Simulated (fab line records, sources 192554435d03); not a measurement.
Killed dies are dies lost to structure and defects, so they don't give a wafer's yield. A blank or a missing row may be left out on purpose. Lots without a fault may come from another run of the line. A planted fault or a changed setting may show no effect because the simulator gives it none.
Split-lot experiment | flow n5_finfet | 7 lots, 21 wafers read, on a route of 1938 steps

THE SPLIT
At N5_BEOL_M7_VIA_ETCH_34 (etches SiCOH lowk in C4F6/O2, target depth 125.5 nm, time 50.5 s), the setting bias_w was moved away from the recipe's 185 W on 7 of the 21 wafers read, by -10.8% to +10.8%. The other wafers ran this setting at the recipe's value.

The reading is taken at the split's own step.

THE READING
rf_vpp_V, in V, at N5_BEOL_M7_VIA_ETCH_34 (etches SiCOH lowk in C4F6/O2, target depth 125.5 nm, time 50.5 s). Fault-free wafers of this fab line usually give 669 V, standard deviation 9.6 V.

wafer  | tool, chamber at the split | bias_w as run, W | against the recipe | rf_vpp_V, V | against lot-mates on the recipe
L078.1 | rie_diel-03, 1             | 204.9            | +10.8%             | 742         | +86
L078.4 | rie_diel-03, 0             | 185              | recipe             | 656         | -
L078.6 | rie_diel-03, 3             | 204.9            | +10.8%             | 723         | +67
L079.2 | rie_diel-01, 1             | 185              | recipe             | 671         | -
L079.3 | rie_diel-01, 3             | 165.1            | -10.8%             | 607         | -63
L079.5 | rie_diel-01, 1             | 185              | recipe             | 669         | -
L082.4 | rie_diel-04, 0             | 185              | recipe             | 679         | -
L082.5 | rie_diel-04, 1             | 185              | recipe             | 668         | -
L082.6 | rie_diel-04, 2             | 185              | recipe             | 664         | -
L083.2 | rie_diel-03, 3             | 194.8            | +5.3%              | 695         | +11
L083.4 | rie_diel-03, 1             | 185              | recipe             | 684         | -
L083.6 | rie_diel-03, 1             | 194.8            | +5.3%              | 712         | +28
L086.3 | rie_diel-03, 2             | 185              | recipe             | 667         | -
L086.5 | rie_diel-03, 0             | 185              | recipe             | 654         | -
L086.6 | rie_diel-03, 3             | 185              | recipe             | 667         | -
L093.1 | rie_diel-01, 2             | 185              | recipe             | 650         | -
L093.5 | rie_diel-01, 1             | 185              | recipe             | 669         | -
L093.6 | rie_diel-01, 0             | 185              | recipe             | 681         | -
L097.1 | rie_diel-04, 1             | 185              | recipe             | 667         | -
L097.5 | rie_diel-04, 2             | 201.7            | +9.0%              | 711         | +44
L097.6 | rie_diel-04, 1             | 201.7            | +9.0%              | 714         | +47

THE FIT
A straight line over all 21 wafers: rf_vpp_V changes by +5.7 V for each +1% of bias_w; r = +0.95; the points scatter about the line by 9.6 V.
The same after taking each lot's own level away (the mean of its wafers on the recipe; 21 wafers): +5.97 V for each +1%; r = +0.95; scatter 9.7 V.
On that fit, the largest move of bias_w shifts the reading by 64 V.
The lots' own levels span 656.0 to 684.0 V, that is 2.9 times the standard deviation above.
So the lot-to-lot level changes the slope little: the two slopes agree.
Check: with one of the wafers moved furthest among these (+10.8%) left out of the fit, the line predicts +57.6 V for it against its lot-mates. It came out at +86 V against them.
Tool readings at the split's step, against how far the setting was moved: rf_vpp_V r = +0.95.

OTHER SPLITS ON THESE WAFERS
These wafers also went through other splits before the reading. Each is held against what the fit with the lots' levels taken away leaves over:
other split on the same wafers    | wafers away from the commonest value | r with rf_vpp_V (lot level and that fit taken away)
N5_BEOL_M5_TRENCH_ETCH_37 time_s  | 8                                    | -0.28
N5_BEOL_M5_ALD_86 ald_cycles      | 5                                    | +0.30
N5_BEOL_M7_HM_DEP_02 target_thk_a | 4                                    | +0.03
N5_BEOL_M7_COAT_59 spin_rpm       | 7                                    | +0.41

THE FILE'S OWN FIT
rf_vpp_V changes by +5.9 V for each +1% of bias_w, r = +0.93.
